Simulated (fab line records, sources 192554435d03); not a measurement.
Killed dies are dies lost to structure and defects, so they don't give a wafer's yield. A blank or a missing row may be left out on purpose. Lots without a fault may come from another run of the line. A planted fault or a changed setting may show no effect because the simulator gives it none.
Chamber matching | flow n5_finfet | N5_BEOL_M3_ETCHBACK_99 on rie_diel-05: 4 sister chambers
The step etches SiO2 in CHF3, target depth 5 nm, time 10.4 s. 14 wafers are shown with their chamber, then 7 later ones without.

WAFERS WITH THEIR CHAMBER
wafer  | chamber | drypump_motor_current_A (A) | showerhead_plenum_p_Torr (Torr) | throttle_valve_pct (%)
L076.4 | 3       | 5.9                         | 2.24                            | 17.37
L076.5 | 1       | 5.3                         | 2.21                            | 17.28
L076.6 | 2       | 6.6                         | 2.14                            | 16.97
L078.1 | 0       | 6.6                         | 2.10                            | 16.93
L078.2 | 1       | 5.3                         | 2.21                            | 17.28
L078.3 | 2       | 6.6                         | 2.14                            | 16.99
L080.1 | 2       | 6.6                         | 2.14                            | 17.00
L080.4 | 0       | 6.6                         | 2.10                            | 16.95
L080.5 | 2       | 6.6                         | 2.14                            | 17.00
L082.1 | 2       | 6.7                         | 2.14                            | 17.00
L082.3 | 3       | 5.8                         | 2.24                            | 17.40
L082.4 | 2       | 6.7                         | 2.14                            | 17.00
L088.2 | 3       | 5.8                         | 2.23                            | 17.41
L088.4 | 0       | 6.6                         | 2.09                            | 16.96

SIGNATURES (means of the wafers above)
reading                  | chamber 0 | chamber 1 | chamber 2 | chamber 3 | scatter within a chamber
drypump_motor_current_A  | 6.600     | 5.300     | 6.633     | 5.833     | 0.0447
showerhead_plenum_p_Torr | 2.0967    | 2.2100    | 2.1400    | 2.2367    | 0.00365
throttle_valve_pct       | 16.9467   | 17.2800   | 16.9933   | 17.3933   | 0.0144
Rule: a wafer's distance from a chamber is the root of the sum, over the readings, of the square of ((its reading less the chamber's mean) divided by the reading's scatter). The wafer belongs to the nearest chamber; if the next one is less than 2 further off, it can't be placed. The scatter: the root of (the sum of the squares of (reading less its chamber's mean) over the shown wafers, divided by (wafers less chambers)).

WAFERS WITHOUT THEIR CHAMBER
wafer  | drypump_motor_current_A (A) | showerhead_plenum_p_Torr (Torr) | throttle_valve_pct (%)
L088.6 | 6.6                         | 2.09                            | 16.96
L087.2 | 6.7                         | 2.13                            | 17.02
L087.4 | 5.3                         | 2.21                            | 16.93
L087.6 | 5.8                         | 2.23                            | 17.42
L093.2 | 6.6                         | 2.09                            | 16.96
L093.5 | 6.6                         | 2.09                            | 16.97
L093.6 | 5.3                         | 2.20                            | 16.94

WHICH CHAMBER EACH WENT THROUGH
wafer  | from the rows above | in truth
L088.6 | 0                   | 0
L087.2 | 2                   | 2
L087.4 | 1                   | 1
L087.6 | 3                   | 3
L093.2 | 0                   | 0
L093.5 | 0                   | 0
L093.6 | 1                   | 1
Placed correctly: 7 of 7. Can't be placed from these rows: 0. Placed wrongly: 0.
